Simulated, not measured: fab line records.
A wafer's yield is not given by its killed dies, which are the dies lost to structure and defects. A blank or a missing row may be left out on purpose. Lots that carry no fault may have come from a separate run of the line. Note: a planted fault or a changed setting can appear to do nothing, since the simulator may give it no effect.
Split-lot experiment | flow n5-finfet | 21 wafers read from 7 lots, route of 1938 steps

THE SPLIT ITSELF
At N5_ZERO_LAYER_EXPOSE_08 (exposes mask ZERO, defocus 0 nm, target cd 2000 nm), the setting dose-mj was moved away from the recipe's 16.2 on 2 of the 21 wafers read, by -7.3% to +5.1%. This setting was run at the recipe's value on the other wafers.

FROM THE SPLIT TO THE READING: what the file shows between them, 2 steps
- N5_ZERO_LAYER_DEVELOP_10: develop time 60 s (also split here: develop-time-s)
- N5_ZERO_LAYER_HARDBAKE_23: time 120 s

THE READING
cd-nm at N5_ZERO_LAYER_CD_MEAS_11, given in nm (cd target 2000 nm). On this fab line, fault-free wafers typically give 2000.1 nm with a standard deviation of 2.8 nm.

wafer  | tool, chamber at the split | dose-mj as run | against the recipe | cd-nm, nm | against lot-mates on the recipe
L080.2 | krf-scanner-01, 0          | 16.2           | recipe             | 1995.3    | -
L080.3 | krf-scanner-01, 0          | 16.2           | recipe             | 1998.7    | -
L080.5 | krf-scanner-01, 0          | 16.2           | recipe             | 1995.6    | -
L082.1 | krf-scanner-01, 0          | 16.2           | recipe             | 1992.6    | -
L082.4 | krf-scanner-01, 0          | 16.2           | recipe             | 1999.3    | -
L082.6 | krf-scanner-01, 0          | 16.2           | recipe             | 1996.1    | -
L083.1 | krf-scanner-01, 0          | 16.2           | recipe             | 2003.8    | -
L083.3 | krf-scanner-01, 0          | 16.2           | recipe             | 2002.4    | -
L083.5 | krf-scanner-01, 0          | 17.02          | +5.1%              | 2016.4    | +13.3
L090.4 | krf-scanner-01, 0          | 16.2           | recipe             | 1993.9    | -
L090.5 | krf-scanner-01, 0          | 16.2           | recipe             | 1995.8    | -
L090.6 | krf-scanner-01, 0          | 16.2           | recipe             | 1997.5    | -
L091.2 | krf-scanner-01, 0          | 15.02          | -7.3%              | 1980.2    | -19.3
L091.3 | krf-scanner-01, 0          | 16.2           | recipe             | 2001.2    | -
L091.6 | krf-scanner-01, 0          | 16.2           | recipe             | 1997.8    | -
L092.1 | krf-scanner-02, 0          | 16.2           | recipe             | 1995.6    | -
L092.3 | krf-scanner-02, 0          | 16.2           | recipe             | 1997.4    | -
L092.6 | krf-scanner-02, 0          | 16.2           | recipe             | 2002.7    | -
L096.1 | krf-scanner-02, 0          | 16.2           | recipe             | 2002.5    | -
L096.5 | krf-scanner-02, 0          | 16.2           | recipe             | 2002.0    | -
L096.6 | krf-scanner-02, 0          | 16.2           | recipe             | 1999.9    | -

FIT RESULTS
A straight line over all 21 wafers: cd-nm changes by +2.85 nm for each +1% of dose-mj; r = +0.86; the points scatter about the line by 3.4 nm.
The same after taking each lot's own level away (the mean of its wafers on the recipe; 21 wafers): +2.64 nm for each +1%; r = +0.94; scatter 2 nm.
According to that fit, moving dose-mj by its largest amount changes the reading by 19 nm.
The lots' own levels span 1995.73 to 2003.10 nm, that is 2.6 times the standard deviation above.
Hence the lot-to-lot level has little effect on the slope; both slopes agree.
Check: for one of the wafers moved furthest among these (-7.3%), held out of the fit, the line's prediction against its lot-mates is -19.1 nm. It came out at -19.3 nm against them.

OTHER SPLITS ON THESE WAFERS
Before the reading, these wafers also passed through other splits. Each is held against what the fit with the lots' levels taken away leaves over:
other split on the same wafers          | wafers away from the commonest value | r with cd-nm (lot level and that fit taken away)
N5_ZERO_LAYER_DEVELOP_10 develop-time-s | 11                                   | +0.31

THE WHOLE CHAIN: every reading that the file lists as answering this split, in the file's order
step                     | what it does                                        | reading                                                           | change (the file's fit)              | r (the file's)
N5_ZERO_LAYER_CD_MEAS_11 | target cd 2000 nm                                   | cd-nm                                                             | +2.64 nm for each +1% of the setting | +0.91
N5_ZERO_LAYER_ETCH_17    | etches SiO2 in CF4, target depth 12 nm, time 13.3 s | ZERO_LAYER.cd-nm (the simulator's own value, which no gauge read) | +2.59 nm for each +1% of the setting | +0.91

THE FILE'S OWN FIT
cd-nm changes by +2.64 nm for each +1% of dose-mj, r = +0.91.
